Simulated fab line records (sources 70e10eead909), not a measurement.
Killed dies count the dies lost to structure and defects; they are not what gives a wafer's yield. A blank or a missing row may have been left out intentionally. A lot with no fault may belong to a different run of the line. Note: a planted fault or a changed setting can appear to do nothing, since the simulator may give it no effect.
Which tool is to blame?	flow nand-harc	18 wafers from 6 lots sampled at 2 of the route's 1159 steps

== WHAT EACH GAUGE READ, for each wafer ==
NHARC_A_ONON_D1_THK_MEAS_05: measures by ellipsometry.
lot	measured	on	thk-nm (nm)
L918	day 8 07:11	film-metro-01	1003 1001 1004
L920	day 8 07:12	film-metro-02	1005 1005 1005
L921	day 8 20:47	film-metro-01	986 986 988
L931	day 11 08:50	film-metro-02	984 1560 986
L935	day 12 01:46	film-metro-02	1013 1015 1012
L937	day 12 13:49	film-metro-01	1022 1021 1020

== TOOL THAT RAN EACH LOT (tool first, then ch and the chambers of the sampled wafers, then the start) ==
lot	NHARC_A_ONON_D1_DEP_03
L918	pecvd-onon-02 ch 0, day 8 06:45
L920	pecvd-onon-04 ch 0, day 8 06:42
L921	pecvd-onon-01 ch 0, day 8 20:20
L931	pecvd-onon-02 ch 0, day 11 08:23
L935	pecvd-onon-04 ch 0, day 12 01:16
L937	pecvd-onon-04 ch 0, day 12 13:21
- NHARC_A_ONON_D1_DEP_03: target thk 1000 nm.

== THE ANSWER, worked out from the rows above alone ==
Rule: what is usual is taken from the lots themselves. The widest of any qualifying gaps counts: lots, ordered by their means at a reading, are off when they make up no more than a third of the lots, leave a main group of 4 or more, and stand apart from it by 3 or more times the standard deviation of that group's means. The tables above print the reading to a certain number of digits; a main group whose means all agree to those digits is not used. Also off: a lot with no number at a reading for which 4 or more lots have one. The other lots that the step has rows for count as sound.
Off: L931, at NHARC_A_ONON_D1_THK_MEAS_05 (thk-nm). Main group: mean 1006 nm, sd 12.
If a tool, at a process step before that reading, ran all the lots that are off and no sound lot after the first of them, it fits. The gauges at NHARC_A_ONON_D1_THK_MEAS_05 are tried like those tools. One fits: pecvd-onon-02 at NHARC_A_ONON_D1_DEP_03. A fault onset in the window from L918 (day 8 06:45, its last sound lot) to L931 (day 11 08:23, its first lot off) fits.

== WHAT THE SIMULATOR HAD INSERTED ==
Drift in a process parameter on pecvd-onon-02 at NHARC_A_ONON_D1_DEP_03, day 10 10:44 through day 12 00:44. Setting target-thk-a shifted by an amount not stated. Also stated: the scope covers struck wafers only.
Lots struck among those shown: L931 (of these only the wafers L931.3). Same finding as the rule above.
